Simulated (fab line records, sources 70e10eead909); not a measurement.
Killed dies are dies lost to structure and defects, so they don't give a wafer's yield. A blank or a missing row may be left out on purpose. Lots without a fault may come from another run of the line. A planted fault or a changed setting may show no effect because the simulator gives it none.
fab line records | flow nand_harc
record lots=13 wafers=39 last_day=33
route steps=1302 shown A_CHANNEL_FILL_D1@498 A_BONDPAD@1232 THIN_TSV@1250 END@1301
lots that met no fault: from a run of the same line without faults
start_h: hours from the record's first day to the start of the lot's first wafer shown | wait_h: hours since the lot's step before | " the same as in the row above | L1.1+2: a row that stands for several wafers | - no value, or no start given | * or withheld: withheld | < > ~ a bound
route shown NAME@n: a module of which the file shows steps, and the number in the route of the first | usual: mean/standard deviation of fault-free wafers | same: alike in all rows | chamber/n: place in a boat | sites: the reading at each site | _std_site: their standard deviation | _edge_site: outer sites' mean less inner sites' | radius_mm: how far each site lies from the wafer's centre | mask NAME#n: copy n | behind: the tool/chamber that last shaped the wafer | hold: why the lot was held/for how many hours/how that ended | device: the transistor (n, p or np) that didn't switch | end of line: the same wafers' tests at the end of the route | a step without rows: its recipe alone | killed: dies lost to structure and defects at the first sort, not the wafer's yield | map: a wafer's dies, x killed, . not, _ none there
set.NAME: the setting as run; set.NAME@STEP: as run at that earlier step | model.NAME: the simulator's own value behind a step, which no gauge read
steps of the route over a sample of lots; a table a step, a row a wafer
services: from which hour (start_h, from the record's first day; less than 0 if before it) a tool's chamber was out of use, for how many hours, and why
## steps
# step NHARC_A_CHANNEL_FILL_D1_CVD_18
# recipe target_thk_a=30 temp_c=550 material=poly-Si
# usual spike_tc_bottom_C=573.3/1.3 tube_center_temp_C=550.01/0.05
# columns lot.wafer tool chamber start_h wait_h spike_tc_bottom_C tube_center_temp_C
L690.3 lpcvd_poly-02 0 205.11 - 574.2 549.99
L690.4 " 0 " " 571.8 549.97
L690.5 " 0 " " 572.6 550.01
L691.1 lpcvd_poly-01 0 220.29 - 574.8 550.01
L691.2 " 0 " " 573.3 550.03
L691.5 " 0 " " 573.4 549.98
L692.2 lpcvd_poly-01 0 220.29 - 573.3 549.97
L692.5 " 0 " " 574.1 549.87
L692.6 " 0 " " 573.3 550.06
L695.4 lpcvd_poly-01 0 261.81 - 573.9 550.01
L695.5 " 0 " " 575.2 549.9
L695.6 " 0 " " 573.7 549.97
L697.1 lpcvd_poly-04 0 287.33 - 573.2 549.9
L697.4 " 0 " " 571.4 549.98
L697.5 " 0 " " 572.7 549.96
L698.1 lpcvd_poly-04 0 287.33 - 573.5 550.02
L698.2 " 0 " " 573.3 550.01
L698.3 " 0 " " 571.6 550.06
L699.1 lpcvd_poly-04 0 305.25 - 572.9 550.04
L699.3 " 0 " " 572.4 549.98
L699.6 " 0 " " 570.3 549.94
L700.1 lpcvd_poly-01 0 319.14 - 574.5 550.06
L700.2 " 0 " " 576.0 550.08
L700.5 " 0 " " 574.2 550.01
L701.2 lpcvd_poly-01 0 328.15 - 575.0 550.03
L701.3 " 0 " " 573.7 550.08
L701.6 " 0 " " 574.1 549.9
L707.1 lpcvd_poly-01 0 390.71 - 575.0 550.03
L707.4 " 0 " " 572.9 549.94
L707.5 " 0 " " 575.0 549.98
L708.1 lpcvd_poly-02 0 400.21 - 573.4 549.97
L708.2 " 0 " " 572.6 550.03
L708.3 " 0 " " 571.3 550.03
L709.1 lpcvd_poly-02 0 407.42 - 572.8 550.04
L709.4 " 0 " " 574.0 550.01
L709.5 " 0 " " 572.7 550.01
L713.1 lpcvd_poly-02 0 439.08 - 572.4 550
L713.2 " 0 " " 573.1 550.02
L713.6 " 0 " " 574.2 549.98
# step NHARC_A_BONDPAD_THK_MEAS_20
# recipe thk_meas_gauge=xrf
# usual thk_nm=170.0/1.5
# columns lot.wafer tool chamber start_h wait_h thk_nm
L690.3 film_metro-02 - 525.84 - 170.7
L690.4 " - " " 167.6
L690.5 " - " " 170.4
L692.2 film_metro-01 - 547.11 - 169.6
L692.5 " - " " 169.0
L692.6 " - " " 170.4
L691.1 film_metro-02 - 547.59 - 169.7
L691.2 " - " " 171.8
L691.5 " - " " 173.1
L695.4 film_metro-01 - 597.92 - 169.7
L695.5 " - " " 168.5
L695.6 " - " " 168.7
L697.1 film_metro-01 - 614.18 - 167.9
L697.4 " - " " 169.8
L697.5 " - " " 169.9
L698.1 film_metro-01 - 614.70 - 169.9
L698.2 " - " " 170.6
L698.3 " - " " 170.3
L699.1 film_metro-02 - 634.52 - 169.0
L699.3 " - " " 172.6
L699.6 " - " " 171.4
L700.1 film_metro-01 - 639.82 - 170.2
L700.2 " - " " 170.4
L700.5 " - " " 168.8
L701.2 film_metro-02 - 643.42 - 169.1
L701.3 " - " " 172.0
L701.6 " - " " 171.1
L707.1 film_metro-02 - 724.56 - 170.2
L707.4 " - " " 170.7
L707.5 " - " " 168.4
L708.1 film_metro-02 - 725.20 - 171.6
L708.2 " - " " 171.7
L708.3 " - " " 169.0
L709.1 film_metro-01 - 729.65 - 169.2
L709.4 " - " " 169.3
L709.5 " - " " 167.5
L713.1 film_metro-02 - 764.05 - 172.1
L713.2 " - " " 171.9
L713.6 " - " " 169.6
# step NHARC_THIN_TSV_DEP_43
# recipe target_thk_a=13285 temp_c=withheld pressure_torr=6.5 rf_w=900 teos_flow_sccm=161.4 flow_sccm=2650 target_thk_nm=1328.5 gas=O2 material=SiO2
# usual throttle_valve_pct=16.6/0.55
# columns lot.wafer tool chamber start_h wait_h throttle_valve_pct
L690.3 pecvd-01 1 544.92 - 15.8
L690.4 " 1 " " 15.9
L690.5 " 2 " " 16.7
L691.1 pecvd-01 1 558.76 - 16.1
L691.2 " 2 " " 16.4
L691.5 " 2 " " 16.5
L692.2 pecvd-01 0 560.06 - 16.8
L692.5 " 2 " " 16.3
L692.6 " 0 " " 17.1
L695.6 pecvd-03 0 609.63 - 15.6
L695.5 " 1 " " 16.4
L695.4 " 2 " " 17.1
L698.3 pecvd-01 0 626.17 - 17.1
L698.1 " 1 " " 16.1
L698.2 " 2 " " 16.7
L697.1 pecvd-01 2 627.42 - 16.6
L697.4 " 2 " " 16.5
L697.5 " 1 " " 16.5
L699.3 pecvd-04 0 646.84 - 17.3
L699.1 " 1 " " 16.4
L699.6 " 1 " " 16.3
L700.2 pecvd-01 0 651.56 - 17.2
L700.1 " 1 " " 16.3
L700.5 " 2 " " 16.6
L701.2 pecvd-01 1 659.42 - 16.3
L701.3 " 2 " " 16.7
L701.6 " 1 " " 16.4
L707.1 pecvd-01 2 737.52 - 16.3
L707.4 " 2 " " 16.6
L707.5 " 0 " " 16.6
L708.3 pecvd-01 1 746.67 - 16.4
L708.2 " 2 " " 16.2
L708.1 " 0 " " 16.8
L709.1 pecvd-04 1 749.14 - 16.6
L709.5 " 0 " " 17.7
L709.4 " 1 " " 16.5
L713.2 pecvd-04 1 775.70 - 16.7
L713.1 " 2 " " 16.6
L713.6 " 1 " " 16.6
# step NHARC_THIN_TSV_CMP_21
# recipe t_overpolish_s=30 target_thk_nm=2000
# usual edge_zone_pressure_frac=1.000/0.0051 motor_current_A=12.2/1.1 overpolish_run_s=30.002/0.0096
# columns lot.wafer tool chamber start_h wait_h edge_zone_pressure_frac motor_current_A overpolish_run_s
L690.3 cmp-04 0 550.11 - 1.008 11.7 30.001
L690.4 " 2 " " 0.995 11.6 30.009
L690.5 " 0 " " 1.017 12.7 30.010
L691.1 cmp-02 0 564.69 - 0.995 12.3 30.008
L691.2 " 3 " " 1.003 15.3 30.017
L691.5 " 1 " " 0.996 11.6 30.002
L692.2 cmp-04 2 565.31 - 0.998 10.5 29.994
L692.5 " 3 " " 0.999 13.1 29.983
L692.6 " 0 " " 1.009 12.4 30.004
L695.4 cmp-04 1 614.55 - 0.994 10.8 30.015
L695.6 " 0 " " 0.997 12.8 30.019
L695.5 " 1 " " 0.993 10.3 30.000
L698.1 cmp-01 2 631.58 - 1.002 12.7 30.002
L698.3 " 3 " " 0.990 12.4 30.000
L698.2 " 0 " " 1.000 11.5 30.007
L697.4 cmp-02 2 632.46 - 1.000 11.3 30.022
L697.1 " 3 " " 1.011 15.5 30.010
L697.5 " 3 " " 1.001 14.7 30.021
L699.3 cmp-02 1 651.80 - 0.994 12.4 30.015
L699.1 " 0 " " 1.004 12.2 29.994
L699.6 " 1 " " 0.989 12.0 30.004
L700.1 cmp-04 0 656.60 - 0.996 12.8 29.993
L700.2 " 1 " " 1.000 10.8 29.993
L700.5 " 3 " " 0.993 12.8 30.003
L701.2 cmp-04 0 664.38 - 0.996 13.0 30.010
L701.3 " 1 " " 1.006 11.0 29.993
L701.6 " 0 " " 0.999 13.1 29.999
L707.1 cmp-04 1 742.64 - 1.000 10.6 30.000
L707.4 " 3 " " 1.010 12.4 29.997
L707.5 " 2 " " 0.999 10.6 30.002
L708.3 cmp-02 1 752.29 - 1.004 11.5 30.002
L708.1 " 3 " " 0.994 15.1 30.013
L708.2 " 0 " " 1.002 12.6 30.014
L709.4 cmp-02 2 754.26 - 0.997 10.8 29.994
L709.1 " 0 " " 0.998 12.0 29.993
L709.5 " 2 " " 1.001 11.5 29.992
L713.1 cmp-02 3 780.80 - 0.992 14.9 29.983
L713.2 " 0 " " 1.004 12.4 30.002
L713.6 " 3 " " 1.002 14.8 29.991
# step NHARC_END_WLT_00
# usual VT_DECK1_BOTTOM=0.872/0.008 VT_DECK1_BOTTOM_INNER=0.872/0.0084 VT_DECK1_MEDIAN_NEAR_BOTTOM=0.873/0.0081 VT_DECK1_MEDIAN_NEAR_BOTTOM_INNER=0.874/0.0081 VT_DECK1_MIDDLE=0.885/0.0082 VT_DECK1_MIDDLE_INNER=0.885/0.008 VT_DECK1_TOP=0.896/0.0079 VT_DECK1_TOP_INNER=0.897/0.0081 VT_DECK2_BOTTOM=0.873/0.0071 VT_DECK2_BOTTOM_INNER=0.873/0.0079 VT_DECK2_MEDIAN_NEAR_BOTTOM=0.874/0.0077 VT_DECK2_MEDIAN_NEAR_BOTTOM_INNER=0.874/0.0081 VT_DECK2_MIDDLE=0.886/0.008 VT_DECK2_MIDDLE_INNER=0.886/0.0068 VT_DECK2_TOP=0.898/0.008 VT_DECK2_TOP_INNER=0.898/0.0077
# columns lot.wafer tool chamber start_h wait_h VT_DECK1_BOTTOM VT_DECK1_BOTTOM_INNER VT_DECK1_MEDIAN_NEAR_BOTTOM VT_DECK1_MEDIAN_NEAR_BOTTOM_INNER VT_DECK1_MIDDLE VT_DECK1_MIDDLE_INNER VT_DECK1_TOP VT_DECK1_TOP_INNER VT_DECK2_BOTTOM VT_DECK2_BOTTOM_INNER VT_DECK2_MEDIAN_NEAR_BOTTOM VT_DECK2_MEDIAN_NEAR_BOTTOM_INNER VT_DECK2_MIDDLE VT_DECK2_MIDDLE_INNER VT_DECK2_TOP VT_DECK2_TOP_INNER
L690.3 prober-02 - 558.83 1.1 0.871 0.878 0.876 0.881 0.891 0.884 0.898 0.895 0.872 0.871 0.862 0.874 0.881 0.883 0.894 0.894
L690.4 " - " " 0.875 0.866 0.874 0.875 0.879 0.890 0.900 0.890 0.873 0.868 0.871 0.869 0.882 0.892 0.891 0.893
L690.5 " - " " 0.877 0.881 0.885 0.881 0.889 0.886 0.901 0.896 0.875 0.879 0.875 0.873 0.881 0.882 0.901 0.896
L691.1 prober-02 - 572.41 0.0 0.868 0.869 0.869 0.876 0.890 0.886 0.905 0.901 0.870 0.875 0.875 0.879 0.877 0.877 0.896 0.890
L691.2 " - " " 0.873 0.871 0.876 0.873 0.893 0.887 0.896 0.898 0.878 0.874 0.875 0.876 0.884 0.886 0.889 0.911
L691.5 " - 574.43 2.1 0.869 0.878 0.877 0.872 0.894 0.888 0.898 0.896 0.863 0.875 0.870 0.868 0.870 0.874 0.892 0.897
L692.2 prober-01 - 572.92 0.6 0.865 0.864 0.865 0.864 0.887 0.891 0.887 0.890 0.868 0.871 0.861 0.869 0.885 0.885 0.891 0.878
L692.5 " - 574.46 2.1 0.862 0.868 0.872 0.865 0.874 0.878 0.890 0.890 0.869 0.857 0.866 0.863 0.877 0.879 0.894 0.892
L692.6 " - " " 0.878 0.867 0.872 0.865 0.892 0.888 0.887 0.892 0.864 0.863 0.865 0.873 0.890 0.874 0.889 0.893
L695.4 prober-02 - 625.10 1.6 0.855 0.859 0.858 0.867 0.878 0.870 0.889 0.895 0.869 0.870 0.877 0.880 0.890 0.891 0.911 0.899
L695.5 " - " " 0.865 0.864 0.858 0.856 0.875 0.882 0.885 0.887 0.873 0.880 0.879 0.873 0.891 0.897 0.899 0.896
L695.6 " - " " 0.873 0.871 0.867 0.873 0.875 0.882 0.881 0.890 0.875 0.878 0.878 0.882 0.892 0.886 0.896 0.908
L697.1 prober-02 - 639.24 0.1 0.870 0.865 0.870 0.872 0.890 0.886 0.894 0.892 0.883 0.871 0.879 0.877 0.889 0.892 0.907 0.900
L697.4 " - 640.72 1.5 0.860 0.866 0.868 0.864 0.883 0.881 0.899 0.896 0.879 0.875 0.881 0.884 0.891 0.896 0.897 0.904
L697.5 " - " " 0.863 0.872 0.866 0.871 0.880 0.886 0.887 0.894 0.876 0.874 0.866 0.880 0.893 0.888 0.899 0.897
L698.1 prober-01 - 642.59 3.4 0.860 0.861 0.856 0.857 0.876 0.877 0.891 0.889 0.870 0.866 0.866 0.870 0.888 0.891 0.891 0.896
L698.2 " - " " 0.865 0.856 0.861 0.861 0.880 0.879 0.889 0.890 0.867 0.869 0.869 0.864 0.878 0.885 0.900 0.898
L698.3 " - " " 0.872 0.863 0.864 0.874 0.878 0.873 0.890 0.895 0.884 0.872 0.876 0.869 0.887 0.883 0.900 0.900
L699.1 prober-02 - 659.44 0.1 0.867 0.867 0.868 0.864 0.881 0.879 0.891 0.887 0.884 0.883 0.879 0.882 0.895 0.889 0.905 0.903
L699.3 " - 660.44 1.1 0.876 0.883 0.868 0.873 0.888 0.890 0.900 0.891 0.877 0.873 0.883 0.868 0.881 0.885 0.899 0.903
L699.6 " - 661.95 2.6 0.872 0.862 0.866 0.867 0.877 0.885 0.897 0.892 0.880 0.878 0.886 0.891 0.896 0.900 0.903 0.902
L700.1 prober-01 - 664.09 0.0 0.863 0.872 0.871 0.876 0.886 0.889 0.899 0.905 0.880 0.874 0.885 0.874 0.882 0.892 0.900 0.905
L700.2 " - " " 0.871 0.871 0.871 0.873 0.882 0.890 0.892 0.906 0.876 0.885 0.886 0.884 0.893 0.891 0.906 0.904
L700.5 " - 666.09 2.0 0.875 0.872 0.878 0.877 0.881 0.892 0.904 0.895 0.886 0.883 0.882 0.887 0.889 0.891 0.902 0.913
L701.2 prober-02 - 677.54 0.6 0.871 0.877 0.883 0.879 0.887 0.896 0.907 0.911 0.888 0.888 0.883 0.886 0.895 0.895 0.902 0.899
L701.3 " - " " 0.890 0.886 0.885 0.884 0.897 0.892 0.902 0.906 0.874 0.886 0.884 0.887 0.898 0.885 0.904 0.910
L701.6 " - 679.56 2.6 0.879 0.875 0.874 0.877 0.901 0.886 0.905 0.911 0.882 0.882 0.885 0.878 0.897 0.889 0.902 0.900
L707.1 prober-01 - 754.10 0.0 0.944 0.945 0.944 0.946 0.954 0.968 0.977 0.979 0.868 0.870 0.871 0.871 0.890 0.876 0.899 0.892
L707.4 " - 755.63 1.6 0.948 0.952 0.943 0.952 0.956 0.973 0.974 0.979 0.869 0.863 0.880 0.867 0.886 0.885 0.895 0.894
L707.5 " - " " 0.942 0.945 0.944 0.944 0.968 0.964 0.982 0.974 0.875 0.868 0.864 0.871 0.880 0.882 0.896 0.894
L708.1 prober-01 - 761.96 1.7 0.871 0.870 0.868 0.869 0.876 0.874 0.895 0.889 0.866 0.865 0.869 0.864 0.881 0.890 0.891 0.894
L708.2 " - " " 0.861 0.867 0.862 0.859 0.875 0.875 0.891 0.892 0.873 0.876 0.877 0.865 0.884 0.885 0.901 0.887
L708.3 " - " " 0.868 0.867 0.866 0.867 0.873 0.881 0.882 0.890 0.872 0.876 0.863 0.869 0.882 0.886 0.895 0.888
L709.1 prober-01 - 769.81 9.5 0.865 0.864 0.868 0.864 0.881 0.881 0.897 0.896 0.878 0.880 0.884 0.882 0.891 0.893 0.891 0.899
L709.4 " - 771.32 11.0 0.874 0.863 0.875 0.863 0.880 0.882 0.889 0.892 0.870 0.874 0.879 0.869 0.891 0.889 0.902 0.901
L709.5 " - " " 0.860 0.876 0.875 0.877 0.888 0.883 0.896 0.902 0.870 0.876 0.877 0.884 0.892 0.889 0.910 0.898
L713.1 prober-02 - 790.52 0.1 0.869 0.873 0.871 0.875 0.893 0.885 0.889 0.895 0.869 0.870 0.870 0.873 0.888 0.887 0.906 0.899
L713.2 " - " " 0.867 0.879 0.875 0.885 0.900 0.887 0.900 0.897 0.879 0.872 0.875 0.870 0.885 0.892 0.900 0.898
L713.6 " - 793.01 2.5 0.874 0.874 0.878 0.871 0.893 0.876 0.890 0.897 0.867 0.866 0.872 0.874 0.876 0.883 0.896 0.898
## services
# columns tool chamber start_h hours kind
cmp-02 - 181.14 1.7 repair
cmp-02 - 186.85 2.1 repair
cmp-02 - 191.28 0.4 repair
cmp-04 - 205.41 3.3 repair
cmp-04 - 209.07 4.0 pm
cmp-02 - 233.95 4.0 pm
cmp-04 - 241.42 1.3 repair
pecvd-01 - 268.21 2.4 repair
cmp-04 - 301.89 1.9 repair
pecvd-01 0 306.66 12.2 repair
cmp-04 - 307.07 4.0 pm
pecvd-01 - 311.19 13.0 pm
pecvd-01 2 327.54 4.1 repair
cmp-02 - 331.95 4.0 pm
cmp-04 - 405.07 4.0 pm
cmp-02 - 429.95 4.0 pm
pecvd-01 1 444.41 4.9 repair
pecvd-01 0 453.14 2.7 repair
cmp-04 - 482.53 0.6 repair
cmp-04 - 484.86 2.3 repair
pecvd-01 - 492.19 13.0 pm
pecvd-01 - 634.89 0.3 repair
pecvd-01 - 673.19 13.0 pm
pecvd-01 2 747.20 15.2 repair
## key
first_sign step=NHARC_END_WLT_00 reading=VT_DECK1_MIDDLE_INNER direction=up sigmas=10 usual=0.885 struck=0.968
effect step=NHARC_END_WLT_00 reading=VT_DECK1_TOP direction=up sigmas=10 usual=0.896 struck=0.977
met_at NHARC_A_CHANNEL_FILL_D1_CVD_18
struck_lots L707
sort_left_out L707.1,L707.4,L707.5
tester_left_out L707
not_acting_at NHARC_A_BONDPAD_THK_MEAS_20,NHARC_THIN_TSV_DEP_43,NHARC_THIN_TSV_CMP_21
onset_between 328.15 390.71
fault kind=process_parameter_drift tool=lpcvd_poly-01 chamber=- onset_h=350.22 steps=NHARC_A_CHANNEL_FILL_D1_CVD_18 channel=target_thk_a offset=* shape=step end_h=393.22 acts_in=* stated=*
# tester_left_out: of these lots the tester's yield and bins aren't shown, on N5 and GAA mostly nor the transistor test; their killed dies are dies lost to structure and defects alone, not to doping, threshold or leakage, so they don't give the yield
# sort_left_out: the simulated sort isn't trusted on such a fault, so these wafers' sort isn't shown, and their yield isn't known
